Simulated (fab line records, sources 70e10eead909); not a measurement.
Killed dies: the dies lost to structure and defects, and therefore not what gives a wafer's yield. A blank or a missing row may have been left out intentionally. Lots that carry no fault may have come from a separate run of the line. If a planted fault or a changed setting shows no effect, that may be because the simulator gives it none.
One fault seen from 2 desks -- flow nandHarc -- numbers are kept per desk, each desk with only its own; the story behind them comes last

== METROLOGY DESK ==
Means of the sampled wafers that have a number, per lot and without regard to the tool the lot ran on: this is what the gauges read. The brackets show how far a lot's mean lies from the usual mean; more than 4 standard deviations puts the lot out of limits, marked OUT.
Columns: A = cdNm at NHARC_A_CONTACT_CD_MEAS_08, usual 100.0 nm; B = cdNm at NHARC_A_CONTACT_CD_MEAS_15, usual 90.1 nm
lot,first seen here,A,B
L715,day 17 06:34,100.2,90.4
L718,day 19 00:19,100.9,90.1
L719,day 19 11:35,99.9,90.1
L723,day 21 14:19,100.3,89.9
L724,day 21 14:32,100.0,89.3
L721,day 22 07:02,100.3,90.8
L728,day 22 19:00,99.5,89.5
L731,day 22 21:25,100.3,90.6
L733,day 22 23:55,99.9,90.1
L735,day 24 00:20,100.0,89.9
L734,day 24 03:02,100.0,90.4
L737,day 24 05:28,99.7,89.5
L736,day 24 15:16,100.1,89.8
This desk's verdict: no lot among the 13 shows anything out of limits.

== FOR THE TOOL OWNER'S DESK: rieDiel-04 ==
The tool's own readings at NHARC_A_CONTACT_ETCH_31 (etches the open film in O2/COS, target depth 2000 nm, time 520 s): means of the sampled wafers that have a number, for each lot that ran on this tool. The brackets show how far a lot's mean lies from the usual mean; more than 4 standard deviations puts the lot out of limits, marked OUT.
Columns: A = chamberPressureMTorr at NHARC_A_CONTACT_ETCH_31, usual 20.000 mTorr; B = drypumpMotorCurrentA at NHARC_A_CONTACT_ETCH_31, usual 5.7 A; C = o2FlowSccm at NHARC_A_CONTACT_ETCH_31, usual 399.8 sccm; D = oesProductAu at NHARC_A_CONTACT_ETCH_31, usual 1.001 a.u.; E = rfVppV at NHARC_A_CONTACT_ETCH_31, usual 313.5 V; F = showerheadPlenumPTorr at NHARC_A_CONTACT_ETCH_31, usual 3.08 Torr; G = throttleValvePct at NHARC_A_CONTACT_ETCH_31, usual 28.330 %
lot,first seen here,A,B,C,D,E,F,G
L715,day 17 07:20,20.016,5.5,400.1,0.996,313.9,3.10,28.332
L718,day 19 01:07,20.004,5.2,400.1,0.990,314.7,3.12,28.338
L723,day 21 15:17,19.989,5.4,398.8,0.998,312.9,2.99,28.330
L721,day 22 07:53,19.995,5.5,399.0,0.925 (-11) OUT,313.2,3.10,28.329
L728,day 22 20:16,20.016,5.3,399.6,0.922 (-12) OUT,314.4,3.10,28.333
L731,day 22 22:20,20.000,5.7,400.6,0.900 (-15) OUT,313.8,3.03,28.329
This desk's finding: out of limits on L721, L728, L731; first on L721, day 22 07:53 (oesProductAu at NHARC_A_CONTACT_ETCH_31). L715, L718, L723: within limits.

== TAKEN TOGETHER ==
The tool owner's desk had the chance to raise an alarm at day 22 07:53 on L721, L728, L731.
The metrology desk saw nothing out of limits.
The metrology desk has L721, L728, L731 on record, within its limits.
Of the lots named, all ran NHARC_A_CONTACT_ETCH_31 on rieDiel-04.

== WHAT THE SIMULATOR PUT IN ==
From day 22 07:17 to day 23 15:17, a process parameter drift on rieDiel-04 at NHARC_A_CONTACT_ETCH_31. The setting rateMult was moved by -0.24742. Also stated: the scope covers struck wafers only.
Lots struck among those shown: L721, L728, L731.
Each desk's first reading out of limits, in hours after the fault started: the tool owner's desk, 1.
